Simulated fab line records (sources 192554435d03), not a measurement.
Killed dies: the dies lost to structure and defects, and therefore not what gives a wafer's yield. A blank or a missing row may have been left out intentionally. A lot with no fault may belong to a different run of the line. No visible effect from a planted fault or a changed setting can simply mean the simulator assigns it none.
Chamber matching | flow n5Finfet | aldMetal-01 running N5_HKMG_FIN_NWFM_ALD_20: 4 sister chambers
The step deposits TiAlC, target thk 2 nm, pulse time 3 s, purge time 2 s. 16 wafers are shown with their chamber, then 8 later ones without.

## WAFERS WITH THEIR CHAMBER
wafer  | chamber | heaterPowerW (W) | precursorPulseHeightRel
L076.1 | 2       | 722              | 0.967
L076.2 | 0       | 538              | 0.998
L076.4 | 1       | 440              | 0.989
L080.1 | 1       | 445              | 1.002
L080.2 | 0       | 538              | 0.967
L080.6 | 3       | 545              | 1.039
L082.1 | 3       | 532              | 1.013
L082.3 | 2       | 724              | 1.016
L082.6 | 2       | 699              | 0.987
L084.1 | 0       | 542              | 0.972
L084.2 | 1       | 450              | 1.008
L084.5 | 3       | 534              | 1.008
L090.1 | 3       | 540              | 0.997
L090.3 | 0       | 546              | 1.005
L090.6 | 2       | 716              | 0.984
L093.1 | 3       | 528              | 1.002

SIGNATURES, as means of the wafers listed above
reading                 | chamber 0 | chamber 1 | chamber 2 | chamber 3 | scatter within a chamber
heaterPowerW            | 541.00    | 445.00    | 715.25    | 535.80    | 7.42
precursorPulseHeightRel | 0.98550   | 0.99967   | 0.98850   | 1.01180   | 0.0172
Rule: a wafer's distance from a chamber is the root of the sum, over the readings, of the square of ((its reading less the chamber's mean) divided by the reading's scatter). If the next closest chamber is less than 2 further off than the closest, the wafer can't be placed; otherwise it belongs to the closest. The scatter: the root of (the sum of the squares of (reading less its chamber's mean) over the shown wafers, divided by (wafers less chambers)).

## WAFERS WITH NO CHAMBER GIVEN
wafer  | heaterPowerW (W) | precursorPulseHeightRel
L093.4 | 721              | 1.019
L093.6 | 700              | 0.979
L094.3 | 536              | 0.961
L094.5 | 706              | 1.031
L094.6 | 538              | 1.043
L096.1 | 538              | 1.008
L096.4 | 537              | 0.973
L096.5 | 535              | 0.982

## EACH ONE'S CHAMBER
wafer  | from the rows above     | in truth
L093.4 | 2                       | 2
L093.6 | 2                       | 2
L094.3 | can't be placed: 0 or 3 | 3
L094.5 | 2                       | 2
L094.6 | can't be placed: 3 or 0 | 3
L096.1 | can't be placed: 3 or 0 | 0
L096.4 | can't be placed: 0 or 3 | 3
L096.5 | can't be placed: 0 or 3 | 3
Correctly placed: 3 of 8. Can't be placed from these rows: 5 (the true chamber is among the candidates in 5). Wrongly placed: 0.
